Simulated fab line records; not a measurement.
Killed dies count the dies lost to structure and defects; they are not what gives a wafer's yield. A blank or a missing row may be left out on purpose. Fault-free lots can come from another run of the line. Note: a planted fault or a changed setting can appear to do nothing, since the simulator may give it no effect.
Struck lot and sound lot, side by side | flow n5_finfet | 37 out of 1938 route steps
Sound: wafers L288.1, L288.3, L288.5. The struck wafers were L278.2, L278.4, L278.6. At the end, the cause is stated.
Each step with rows lists, per side, the tool, then ch with its chambers, then its first start. Under that, the readings that differ: sound wafers | struck wafers | difference of the means | sigmas: that difference in standard deviations of wafers without a fault.
alike: a reading whose means differ by less than 2 such deviations, as well as words and numbers matching on both sides. not compared: withheld readings; readings where some wafer has no value; bounds like >300 that might hide an equal value; numbers whose values overlap and for which the record gives no deviation.
A row with sigmas, a row that says differs or no value, or rows on one side alone: a step with any of these is where the two part. Non-overlapping numbers with no deviation appear without sigmas and do not part them. Lack of a reading on every wafer of one side parts them only where that side has two or more wafers.

first, 8 steps without rows for these wafers: N5_BEOL_M3_ANNEAL_51 (time 90 s); N5_BEOL_M3_CMP_52 (polishes, stops on SiOC, t overpolish 6.8 s, target thk 40 nm); N5_BEOL_M3_PRE_CLEAN_60 (time 15 s); N5_BEOL_M3_CO_CAP_55 (material Co, precursor CCTBA/H2, target thk 2 nm, time 102.1 s); N5_BEOL_M3_PRE_CLEAN_56 (time 15 s); N5_BEOL_M3_DEP_57 (deposits SiCN from 3MS/NH3, target thk 8 nm, time 14 s); N5_BEOL_M4_ILD_DEP_00 (deposits SiOC from DEMS/O2, target thk 79 nm, time 15.3 s); N5_BEOL_M4_PECVD_72 (deposits SiO2 from TEOS/O2, target thk 16 nm, time 18 s).
N5_BEOL_M4_HM_DEP_02: deposits TiN, target thk 20 nm.
  sound on pvd_sputter-02, day 13 02:46; struck on pvd_sputter-03, day 10 13:05
  reading                                    | sound      | struck       | difference | sigmas
  model.TiN_of_BEOL_M4_HM_DEP_02.thk_nm (nm) | 20 19.8 20 | 12.8 13 12.8 | -7.1       |
  alike: substrate_temp_c, throttle_valve_pct
then, 16 steps without rows for these wafers: N5_BEOL_M4_COAT_61 (time 60 s, resist thk 60 nm); N5_BEOL_M4_COAT_62 (time 60 s, resist thk 12 nm); N5_BEOL_M4_COAT_73 (time 60 s, resist thk 5 nm); N5_BEOL_M4_COAT_05 (resist thk 30 nm); N5_BEOL_M4_EBR_07; N5_BEOL_M4_SOFTBAKE_06 (time 60 s); N5_BEOL_M4_EXPOSE_08 (exposes mask M4); N5_BEOL_M4_PEB_09 (peb time 60 s); N5_BEOL_M4_DEVELOP_10 (develop time 30 s); N5_BEOL_M4_DESCUM_16 (chemistry O2, time 7 s); N5_BEOL_M4_ETCH_74 (etches underlayer in N2/H2, target depth 6.5 nm, time 5.2 s); N5_BEOL_M4_ETCH_63 (etches SiARC in CF4, target depth 15.6 nm, time 26 s); N5_BEOL_M4_ETCH_64 (etches SOC in N2/H2, target depth 75 nm, overetch 22.5 nm, time 121.9 s); N5_BEOL_M4_STRIP_65 (strips in N2/H2); N5_BEOL_M4_STRIP_75 (strips in N2/H2); N5_BEOL_M4_STRIP_66 (strips in CF4).
N5_BEOL_M4_HM_OPEN_17: chemistry Cl2/BCl3, target TiN, target depth 20 nm, overetch 6 nm.
  sound on rie_metal-01 ch 0,1, day 13 03:32; struck on rie_metal-01 ch 0, day 10 13:57
  reading                  | sound            | struck            | difference | sigmas
  model.etch.depth_nm (nm) | 19.97 19.72 20.1 | 12.85 12.95 12.89 | -7.03      |
  alike: drypump_motor_current_A, oes_product_au, throttle_valve_pct
  not compared: rf_hours_counter_h
then, 8 steps without rows for these wafers: N5_BEOL_M4_STRIP_19 (strips in O2); N5_BEOL_M4_COAT_67 (time 60 s, resist thk 60 nm); N5_BEOL_M4_COAT_68 (time 60 s, resist thk 12 nm); N5_BEOL_M4_COAT_76 (time 60 s, resist thk 5 nm); N5_BEOL_M4_COAT_22 (resist thk 30 nm); N5_BEOL_M4_EBR_24; N5_BEOL_M4_SOFTBAKE_23 (time 60 s); N5_BEOL_M4_EXPOSE_25 (exposes mask V3, defocus 5 nm).
N5_BEOL_M4_TRENCH_ETCH_37: etches SiOC in C4F6/O2, target depth 55.555 nm, time 29.2 s.
  sound on rie_diel-06 ch 0,3; struck on rie_diel-02 ch 1,2
  reading                                    | sound          | struck         | difference | sigmas
  model.TiN_of_BEOL_M4_HM_DEP_02.thk_nm (nm) | 17.6 17.4 17.8 | 10.6 10.6 10.6 | -7.0       |
  alike: drypump_motor_current_A, oes_product_au, rf_vpp_V, showerhead_plenum_p_Torr, throttle_valve_pct
  not compared: rf_hours_counter_h
N5_BEOL_M4_RC_MEAS_101:
  sound on prober-02 ch 0, day 14 01:37; struck on prober-02 ch 0, day 11 20:17
  alike: DIBL_N, DIBL_P, IOFF_N, IOFF_P, ION_N, ION_P, SS_N, SS_P, VT_N, VT_P
N5_PASSIVATION_PROBE_49:
  sound wafers here have rows in the record (prober-02, day 18 11:55); struck ones have none

WHERE THEY PART
Only at N5_PASSIVATION_PROBE_49, as far as this record shows.

WHY: what the simulator had put in
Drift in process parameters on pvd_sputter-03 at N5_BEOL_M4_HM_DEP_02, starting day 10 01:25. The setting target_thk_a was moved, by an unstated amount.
